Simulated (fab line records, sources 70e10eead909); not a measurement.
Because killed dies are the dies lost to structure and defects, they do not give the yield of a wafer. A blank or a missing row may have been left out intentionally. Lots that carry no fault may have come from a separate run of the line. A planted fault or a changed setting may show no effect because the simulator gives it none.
Which tool was responsible? | flow nand harc | Sampling: 7 lots, 21 wafers, 3 of 1302 route steps

WHAT THE GAUGES READ, wafer by wafer
NHARC_A_ONON_D2_THK_MEAS_11: measures by ellipsometry.
lot  | measured     | on            | thk nm (nm)
L715 | day 13 01:11 | film metro-01 | 997 996 999
L717 | day 13 15:49 | film metro-01 | 983 984 984
L720 | day 14 21:56 | film metro-02 | 1010 1011 1010
L728 | day 18 22:34 | film metro-01 | 998 999 999
L733 | day 20 12:43 | film metro-01 | 1513 1516 1001
L735 | day 21 00:58 | film metro-02 | 995 995 996
L737 | day 22 03:56 | film metro-02 | 1004 1004 1004

WHICH TOOL RAN EACH LOT (tool, then ch and the chambers of the sampled wafers, then the start)
lot  | NHARC_A_CHANNEL_FILL_D1_ALD_03                 | NHARC_A_ONON_D2_DEP_09
L715 | ald sin batch-01 ch 0, day 13 00:41 or earlier | pecvd onon-02 ch 0, day 13 00:41
L717 | ald sin batch-03 ch 0, day 13 15:22 or earlier | pecvd onon-02 ch 0, day 13 15:22
L720 | ald sin batch-03 ch 0, day 14 21:26 or earlier | pecvd onon-04 ch 0, day 14 21:26
L728 | ald sin batch-01 ch 0, day 18 22:14 or earlier | pecvd onon-04 ch 0, day 18 22:14
L733 | ald sin batch-01 ch 0, day 20 12:14 or earlier | pecvd onon-04 ch 0, day 20 12:14
L735 | ald sin batch-02 ch 0, day 21 00:28 or earlier | pecvd onon-02 ch 0, day 21 00:28
L737 | ald sin batch-03 ch 0, day 22 03:29 or earlier | pecvd onon-02 ch 0, day 22 03:29
- NHARC_A_CHANNEL_FILL_D1_ALD_03: deposits SiNx, target thk 6 nm, pulse time 60 s, ald cycles 58.
- NHARC_A_ONON_D2_DEP_09: target thk 1000 nm.

THE ANSWER, worked out from the rows above alone
Rule: what is usual is taken from the lots themselves. The widest of any qualifying gaps counts: lots, ordered by their means at a reading, are off when they make up no more than a third of the lots, leave a main group of 4 or more, and stand apart from it by 3 or more times the standard deviation of that group's means. The tables above print the reading to a certain number of digits; a main group whose means all agree to those digits is not used. A lot without any number at a reading at which 4 lots or more have one is off too. Any other lot the step has rows for is counted as sound.
Off at NHARC_A_ONON_D2_THK_MEAS_11 (thk nm): L733. Mean 998 nm and standard deviation 8.2 in the main group.
A tool fits if, at a process step before that reading, it ran every lot that is off, and no sound lot after the first of them. Gauges at NHARC_A_ONON_D2_THK_MEAS_11: tried the same way as those tools. NHARC_A_CHANNEL_FILL_D1_ALD_03: start missing for some lots; hours and lot order therefore follow NHARC_A_ONON_D2_DEP_09. Can't be told from this: 3 tools fit, ald sin batch-01 at NHARC_A_CHANNEL_FILL_D1_ALD_03, pecvd onon-04 at NHARC_A_ONON_D2_DEP_09, film metro-01 at NHARC_A_ONON_D2_THK_MEAS_11.

WHAT HAD BEEN PUT IN BY THE SIMULATOR
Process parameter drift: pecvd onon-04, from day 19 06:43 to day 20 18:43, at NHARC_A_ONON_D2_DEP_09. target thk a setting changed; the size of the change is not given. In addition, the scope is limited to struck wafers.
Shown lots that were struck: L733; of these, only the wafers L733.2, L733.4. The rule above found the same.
